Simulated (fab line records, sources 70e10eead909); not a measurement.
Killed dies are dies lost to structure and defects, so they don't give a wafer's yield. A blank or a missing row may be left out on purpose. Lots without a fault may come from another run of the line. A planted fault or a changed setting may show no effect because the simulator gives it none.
A struck lot beside a sound one | flow nand_harc | 15 steps out of a route of 1302
Sound: wafers L661.1, L661.2, L661.4. Struck: wafers L669.1, L669.2, L669.5. The cause comes at the end.
At each step with rows: each side's tool, then ch and its chambers, then its first start. Under that, the readings that differ: sound wafers | struck wafers | difference of the means | sigmas: that difference in standard deviations of wafers without a fault.
alike: readings whose means differ by less than 2 such deviations, and words and numbers that are the same on both sides. not compared: withheld readings, readings that some wafer has no value for, bounds like >300 that may hide the same value, and numbers for which the record gives no deviation and whose values overlap.
The two part at a step that has a row with sigmas, a row that says differs or no value, or rows on one side only. Numbers that don't overlap but have no deviation are shown without sigmas and don't part them. A reading that every wafer of one side lacks parts them only if that side has two wafers or more.

NHARC_A_CHANNEL_HOLE_D1_ETCH_44: etches the open film in CF4/O2, target depth 140 nm, overetch 14 nm, time 77 s.
  sound on rie_diel-10 ch 0,1,2, day 9 09:14; struck on rie_diel-03 ch 0,1,2, day 12 15:28
  alike: bias_w, drypump_motor_current_A, oes_product_au, rf_vpp_V, showerhead_plenum_p_Torr, throttle_valve_pct
  not compared: rf_hours_counter_h
then, 3 steps without rows for these wafers: NHARC_A_CHANNEL_HOLE_D1_STRIP_27 (strips in O2); NHARC_A_CHANNEL_HOLE_D1_PRECLEAN_28 (cleans in SC1); NHARC_A_CHANNEL_HOLE_D1_SRD_29.
NHARC_A_CHANNEL_HOLE_D1_CD_MEAS_30:
  sound on cd_sem-03, day 9 10:02; struck on cd_sem-01, day 12 16:14
  alike: cd_nm
NHARC_A_CHANNEL_HOLE_D1_XSEM_31:
  sound on xsem-02 ch 0, day 9 10:08; struck on xsem-01 ch 0, day 12 16:19
  alike: bot_cd_nm, bow_nm, tilt_deg
NHARC_A_CHANNEL_HOLE_D1_INSPECT_40:
  sound on defect_inspect-01, day 9 10:14; struck on defect_inspect-02, day 12 16:25
  alike: raw_defect_count
then, 3 steps without rows for these wafers: NHARC_A_CHANNEL_FILL_D1_PRECLEAN_00 (cleans in SC1); NHARC_A_CHANNEL_FILL_D1_SRD_01; NHARC_A_CHANNEL_FILL_D1_ALD_02 (deposits SiO2, target thk 6 nm, pulse time 10 s, ald cycles 60).
NHARC_A_CHANNEL_FILL_D1_ALD_03: deposits SiNx, target thk 6 nm, pulse time 60 s, ald cycles 58.
  sound on ald_sin_batch-03 ch 0; struck on ald_sin_batch-01 ch 0
  reading                    | sound             | struck            | difference | sigmas
  precursor_pulse_height_rel | 1.005 0.992 0.954 | 1.044 1.015 1.019 | +0.042     | +2
  alike: ald_cycles
NHARC_A_CHANNEL_FILL_D1_ALD_14: deposits SiO2, target thk 2.5 nm, pulse time 10 s, ald cycles 25.
  sound on ald_hk-03 ch 0,2,3, day 9 14:56; struck on ald_hk-03 ch 0,3, day 13 00:29
  alike: ald_cycles, heater_power_w, precursor_pulse_height_rel
NHARC_A_CHANNEL_FILL_D1_ALD_15: deposits SiNx, target thk 2 nm, pulse time 60 s, ald cycles 19.
  sound on ald_sin_batch-02 ch 0, day 9 18:01; struck on ald_sin_batch-01 ch 0, day 13 03:34
  reading                    | sound             | struck            | difference | sigmas
  ald_cycles                 | 19 19 19          | 22 22 22          | +3         |
  precursor_pulse_height_rel | 0.998 1.048 1.043 | 0.978 0.978 0.987 | -0.049     | -2
NHARC_A_CHANNEL_FILL_D1_ALD_16: deposits SiO2, target thk 1.5 nm, pulse time 10 s, ald cycles 15.
  sound on ald_hk-01 ch 0,1,3, day 9 20:02; struck on ald_hk-03 ch 0,1,3, day 13 05:44
  alike: ald_cycles, heater_power_w, precursor_pulse_height_rel
-- the record jumps here: 15 days lie between the struck wafers' starts before and after (it left off in module A_CHANNEL_FILL_D1 and takes up again in module END, whose first step shown is number 1302 of the route) --
NHARC_END_SORT_01:
  sound on prober-02 ch 0, day 24 21:13; struck on prober-02 ch 0, day 28 05:22
  alike: killed_at_array, killed_at_other, killed_at_periphery, killed_dies, killed_open, killed_short

WHERE THEY PART
First at NHARC_A_CHANNEL_FILL_D1_ALD_03; last, within this record, at NHARC_A_CHANNEL_FILL_D1_ALD_15. Later steps at which nothing parts them and some readings are alike: NHARC_A_CHANNEL_FILL_D1_ALD_16, NHARC_END_SORT_01.

WHY: what the simulator had put in
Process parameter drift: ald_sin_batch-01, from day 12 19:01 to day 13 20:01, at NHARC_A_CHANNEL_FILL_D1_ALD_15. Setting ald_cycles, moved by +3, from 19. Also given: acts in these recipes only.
